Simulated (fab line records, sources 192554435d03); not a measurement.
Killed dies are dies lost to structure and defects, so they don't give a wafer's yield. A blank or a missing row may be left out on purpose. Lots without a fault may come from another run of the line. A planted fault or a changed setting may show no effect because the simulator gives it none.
A struck lot beside a sound one | flow n5_finfet | 15 steps out of a route of 1938
Sound: wafers L470.1, L470.3, L470.6. Struck: wafer L469.2. (L469.5 of the same lot was not struck and is left out.) The cause comes at the end.
At each step with rows: each side's tool, then ch and its chambers, then its first start. Under that, the readings that differ: sound wafers | struck wafers | difference of the means | sigmas: that difference in standard deviations of wafers without a fault.
alike: readings whose means differ by less than 2 such deviations, and words and numbers that are the same on both sides. not compared: withheld readings, readings that some wafer has no value for, bounds like >300 that may hide the same value, and numbers for which the record gives no deviation and whose values overlap.
The two part at a step that has a row with sigmas, a row that says differs or no value, or rows on one side only. Numbers that don't overlap but have no deviation are shown without sigmas and don't part them. A reading that every wafer of one side lacks parts them only if that side has two wafers or more.

first, 1 step without rows for these wafers: N5_SD_EPI_P_DEVELOP_08 (develop time 30 s).
N5_SD_EPI_P_CD_MEAS_09: target cd 240 nm.
  sound on cd_sem-02 ch 0, day 7 19:13; struck on cd_sem-03 ch 0, day 7 12:28
  reading    | sound             | struck | difference | sigmas
  cd_nm (nm) | 240.9 240.4 240.0 | 238.9  | -1.5       | -2
N5_SD_EPI_P_OVL_MEAS_10:
  sound on overlay-01 ch 0, day 7 19:14; struck on overlay-01 ch 0, day 7 12:30
  alike: SD_P_BLK_OVL
N5_SD_EPI_P_INSPECT_11: inspects for defects (macro).
  sound on defect_inspect-01, day 7 19:16; struck on defect_inspect-01, day 7 12:31
  alike: raw_defect_count
then, 1 step without rows for these wafers: N5_SD_EPI_P_DESCUM_14 (chemistry O2, time 7.9 s).
N5_SD_EPI_P_ETCH_36: etches SiARC in CF4, target depth 45.5 nm, time 75.8 s.
  sound on rie_diel-05 ch 1,2, day 7 19:47; struck on rie_diel-01 ch 0, day 7 12:35
  reading                | sound             | struck | difference | sigmas
  oes_product_au (a.u.)  | 0.78 0.74 0.75    | 0.59   | -0.17      | -2
  throttle_valve_pct (%) | 15.27 15.44 15.46 | 15.83  | +0.44      | +2
  alike: bias_w, drypump_motor_current_A, etch_rf_on_time_s, rf_vpp_V, showerhead_plenum_p_Torr
  not compared: rf_hours_counter_h
N5_SD_EPI_P_ETCH_37: etches SOC in N2/H2, overetch 108 nm, time 486 s.
  sound on rie_diel-05 ch 1,2, day 7 19:50; struck on rie_diel-01 ch 0, day 7 12:39
  reading               | sound          | struck | difference | sigmas
  oes_product_au (a.u.) | 0.83 0.78 0.79 | 0.62   | -0.18      | -2
  alike: bias_w, drypump_motor_current_A, rf_vpp_V, showerhead_plenum_p_Torr, throttle_valve_pct
  not compared: rf_hours_counter_h
then, 1 step without rows for these wafers: N5_SD_EPI_P_STRIP_38 (strips in N2/H2).
N5_SD_EPI_P_ETCHBACK_46: etches SiNx in CH3F/O2, stops on SiO2, target depth 17.5 nm.
  sound on rie_diel-05 ch 1,2, day 7 20:10; struck on rie_diel-01 ch 0, day 7 12:58
  reading               | sound          | struck | difference | sigmas
  oes_product_au (a.u.) | 0.80 0.75 0.74 | 0.59   | -0.17      | -2
  alike: bias_w, drypump_motor_current_A, rf_vpp_V, showerhead_plenum_p_Torr, throttle_valve_pct
  not compared: rf_hours_counter_h
N5_SD_EPI_P_ETCH_47: etches SiOCN in CH3F/O2, target depth 25 nm.
  sound on rie_diel-05 ch 1,2, day 7 20:16; struck on rie_diel-01 ch 0, day 7 13:04
  alike: bias_w, drypump_motor_current_A, oes_product_au, rf_vpp_V, showerhead_plenum_p_Torr, throttle_valve_pct
  not compared: rf_hours_counter_h
N5_SD_EPI_P_ETCH_16: etches SiO2 in CHF3/O2, target depth 5 nm.
  sound on rie_diel-05 ch 1,2, day 7 20:22; struck on rie_diel-01 ch 0, day 7 13:10
  reading               | sound             | struck | difference | sigmas
  bias_w (W)            | 169.9 169.9 169.2 | 170.7  | +1.0       | +2
  oes_product_au (a.u.) | 0.92 0.87 0.88    | 0.69   | -0.20      | -2
  alike: drypump_motor_current_A, rf_vpp_V, showerhead_plenum_p_Torr, throttle_valve_pct
  not compared: rf_hours_counter_h
then, 1 step without rows for these wafers: N5_SD_EPI_P_STRIP_50 (strips in CHF3/O2).
N5_SD_EPI_P_SD_RECESS_17: chemistry HBr/Cl2/O2, target depth 39.1 nm, bt time 3 s.
  sound on rie_si-01 ch 0,3, day 7 20:26; struck on rie_si-06 ch 1, day 7 13:14
  reading                              | sound             | struck | difference | sigmas
  oes_product_au (a.u.)                | 1.022 1.012 1.014 | 1.121  | +0.105     | +7
  model.etch.depth_nm (nm)             | 40.86 39.19 39.06 | 58.26  | +18.56     |
  model.SD_EPI_P.feature_depth_nm (nm) | 40.8 39.2 39      | 58.2   | +18.5      |
  alike: bias_w, drypump_motor_current_A, he_backside_leak_sccm, throttle_valve_pct
  not compared: rf_hours_counter_h
then, 2 steps without rows for these wafers: N5_SD_EPI_P_WET_ETCH_45 (etches SiO2 in dHF, time 10.7 s, target depth 2 nm, rinse time 30 s); N5_PASSIVATION_PROBE_49.

WHERE THEY PART
First at N5_SD_EPI_P_CD_MEAS_09; last, within this record, at N5_SD_EPI_P_SD_RECESS_17.

WHY: what the simulator had put in
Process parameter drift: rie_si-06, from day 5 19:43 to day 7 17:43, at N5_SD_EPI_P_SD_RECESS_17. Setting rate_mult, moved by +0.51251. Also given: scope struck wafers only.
